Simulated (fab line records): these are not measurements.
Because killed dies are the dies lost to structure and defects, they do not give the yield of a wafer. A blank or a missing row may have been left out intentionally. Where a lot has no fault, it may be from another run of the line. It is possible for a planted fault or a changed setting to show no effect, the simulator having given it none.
Code-filled problem report in 8D (eight disciplines) form    flow n5 finfet    the parts of the form that need people (team, actions taken, sign-off) are left out

== 1. PROBLEM STATEMENT ==
VT_P_LONG at N5_BEOL_M4_RC_MEAS_101 reads a mean of -298.7 mV on 9 wafers of 3 lots; wafers without a fault read -276.3 mV with a standard deviation of 2.5. That is -8.9 standard deviations from the usual mean.
The first sign was on wafer L635.2 at day 10 11:23, on prober-01. The record has a number at this step for 30 wafers belonging to 10 lots. Rule for "out", or "out of limits": more than 4 standard deviations from the usual mean. The rest of the wafers with a number are treated as sound.

== 2. WHAT IT IS AND WHAT IT IS NOT ==
question                     is                                      is not
which readings at this step  VT_P_LONG, IOFF_P_LONG, VT_N_LVT, VT_P  DIBL_P, ION_N
which lots                   L634, L635, L636                        L625, L626, L628, L630, L633, L644, L646
which wafers of those lots   all that have a number                  -
read on which gauges         prober-01, prober-02                    -
when                         from day 10 11:23                       up to then (12 sound wafers); but 9 sound wafers of L633, L644, L646 came after

== 3. WHAT RULES OUT EACH SUSPECT ==
Counting: any tool at a process step up to the reading is kept as a suspect provided that every lot that is out went through it and no sound lot did after the first of them.
- the gauge at N5_BEOL_M4_RC_MEAS_101: ruled out. 2 gauges (prober-01, prober-02) read the wafers that are out.
- rtp anneal-01 at N5_HKMG_FIN_RTA_80 (time 2 s): ruled out as a lasting fault. Sound lots L646 ran on it after its first lot that is out, L634 (day 6 16:34).
Left after counting: nothing in the record.

== 4. THE CAUSE (what the simulator had put in) ==
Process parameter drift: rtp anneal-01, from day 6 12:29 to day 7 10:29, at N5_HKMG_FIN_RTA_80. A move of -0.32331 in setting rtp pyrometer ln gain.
It was ruled out by counting, in error; the rule expects a fault to strike all lots run on its tool from its start on, and this fault did not.

== 5. THE CHAIN OF EFFECTS, in route order ==
Rows list readings where the struck wafers' mean (over those with a number) sits beyond 3 standard deviations from the usual. Readings are gone through only where the record gives a usual standard deviation; hours: the median, over the lots, of the time from a lot's start at the first step in this table giving one to that lot's start at this step; sigmas: the change measured in usual standard deviations.
hours  step                     reading         usual           on struck wafers  change     sigmas
0      N5_BEOL_M4_RC_MEAS_101   IOFF_P_85C      3.6 nA/um       2.0               -1.6       -3.1
0      N5_BEOL_M4_RC_MEAS_101   IOFF_P_LIN      0.098 nA/um     0.048             -0.050     -3.9
0      N5_BEOL_M4_RC_MEAS_101   IOFF_P_LONG     0.000101 nA/um  0.000060          -0.000041  -5.0
0      N5_BEOL_M4_RC_MEAS_101   ION_P           461 uA/um       430               -31        -4.2
0      N5_BEOL_M4_RC_MEAS_101   VT_N_LVT        99 mV           73                -26        -6.6
0      N5_BEOL_M4_RC_MEAS_101   VT_P            -250.9 mV       -271.6            -20.7      -7.1
0      N5_BEOL_M4_RC_MEAS_101   VT_P_LONG       -276.3 mV       -298.7            -22.4      -8.9
108    N5_PASSIVATION_PROBE_49  sort n pass     1077            889               -188       -11
108    N5_PASSIVATION_PROBE_49  sort yield pct  91.2 %          75.3              -15.9      -11
The process steps in it:
- N5_PASSIVATION_PROBE_49

== 6. HOW IT WOULD HAVE BEEN CAUGHT EARLIER ==
The first out-of-limits reading at a measuring or inspecting step in this record came at day 10 11:23, 95 hours after the fault's start at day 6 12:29.
